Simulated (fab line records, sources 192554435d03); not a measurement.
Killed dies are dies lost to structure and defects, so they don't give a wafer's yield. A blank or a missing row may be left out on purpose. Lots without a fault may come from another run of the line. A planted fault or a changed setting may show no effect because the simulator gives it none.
Chamber matching | flow n5_finfet | N5_MOL_CONTACT_COAG_ETCH_105 on rie_diel-06: 4 sister chambers
The step etches SiARC in CF4, target depth 15.6 nm, time 26 s. 4 wafers are shown with their chamber, then 10 later ones without.

WAFERS WITH THEIR CHAMBER
wafer  | chamber | drypump_motor_current_A (A)
L086.3 | 2       | 6.6
L086.4 | 3       | 5.8
L087.2 | 1       | 5.2
L090.5 | 0       | 4.9

WAFERS WITHOUT THEIR CHAMBER
wafer  | drypump_motor_current_A (A)
L090.6 | 5.8
L093.3 | 6.6
L093.5 | 5.1
L093.6 | 4.9
L094.2 | 5.8
L094.5 | 4.9
L094.6 | 5.2
L097.1 | 6.6
L097.2 | 5.2
L097.6 | 4.9

WHICH CHAMBER EACH WENT THROUGH
wafer  | from the rows above | in truth
L090.6 | 3                   | 3
L093.3 | 2                   | 2
L093.5 | 1                   | 1
L093.6 | 0                   | 0
L094.2 | 3                   | 3
L094.5 | 0                   | 0
L094.6 | 1                   | 1
L097.1 | 2                   | 2
L097.2 | 1                   | 1
L097.6 | 0                   | 0
Placed correctly: 10 of 10. Can't be placed from these rows: 0. Placed wrongly: 0.
How it was worked out, from the rows above alone: a wafer's distance from a chamber is the root of the sum, over the readings, of the square of ((its reading less the chamber's mean) divided by the reading's scatter). The wafer belongs to the nearest chamber; if the next one is less than 2 further off, it can't be placed. A chamber's mean is the mean of its shown wafers. The scatter: with one shown wafer a chamber, the root of the mean of the squares of how far each hidden wafer lies from its nearest shown one.
